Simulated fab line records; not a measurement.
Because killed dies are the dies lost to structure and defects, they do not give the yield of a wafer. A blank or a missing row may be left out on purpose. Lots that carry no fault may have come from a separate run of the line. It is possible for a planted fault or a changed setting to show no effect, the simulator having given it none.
Matching of chambers -- flow nandHarc -- rieDiel-01 running NHARC_P_ZERO_WELL_DESCUM_13: 4 sister chambers
The step chemistry O2, time 3 s. 8 wafers are shown with their chamber, then 9 later ones without.

## WAFERS PAIRED WITH THEIR CHAMBERS
wafer,chamber,showerheadPlenumPTorr (Torr),drypumpMotorCurrentA (A)
L079.6,2,2.07,5.2
L084.5,3,2.00,5.8
L085.2,3,2.00,5.8
L085.3,0,1.81,6.0
L085.6,1,1.93,6.2
L088.1,2,2.06,5.2
L088.4,0,1.81,6.0
L088.5,1,1.93,6.3

## WAFERS MISSING THEIR CHAMBER
wafer,showerheadPlenumPTorr (Torr),drypumpMotorCurrentA (A)
L089.2,1.80,6.0
L089.3,1.93,6.2
L089.6,1.80,6.0
L091.2,2.00,5.9
L091.3,2.06,5.2
L091.4,1.93,6.2
L093.1,1.80,6.0
L093.5,1.81,6.0
L093.6,2.00,5.8

## WHICH CHAMBER EACH ONE RAN IN
wafer,from the rows above,in truth
L089.2,0,0
L089.3,1,1
L089.6,0,0
L091.2,3,3
L091.3,2,2
L091.4,1,1
L093.1,0,0
L093.5,0,0
L093.6,3,3
9 of 9 placed correctly. Left unplaced by these rows: 0. Number placed wrongly: 0.
How it was worked out, from the rows above alone: a wafer's distance from a chamber is the root of the sum, over the readings, of the square of ((its reading less the chamber's mean) divided by the reading's scatter). If the next closest chamber is less than 2 further off than the closest, the wafer can't be placed; otherwise it belongs to the closest. The mean given for a chamber averages the wafers shown for that chamber. The scatter: take each reading less its chamber's mean, square it, sum over the shown wafers, divide by the number of wafers less the number of chambers, and take the root.
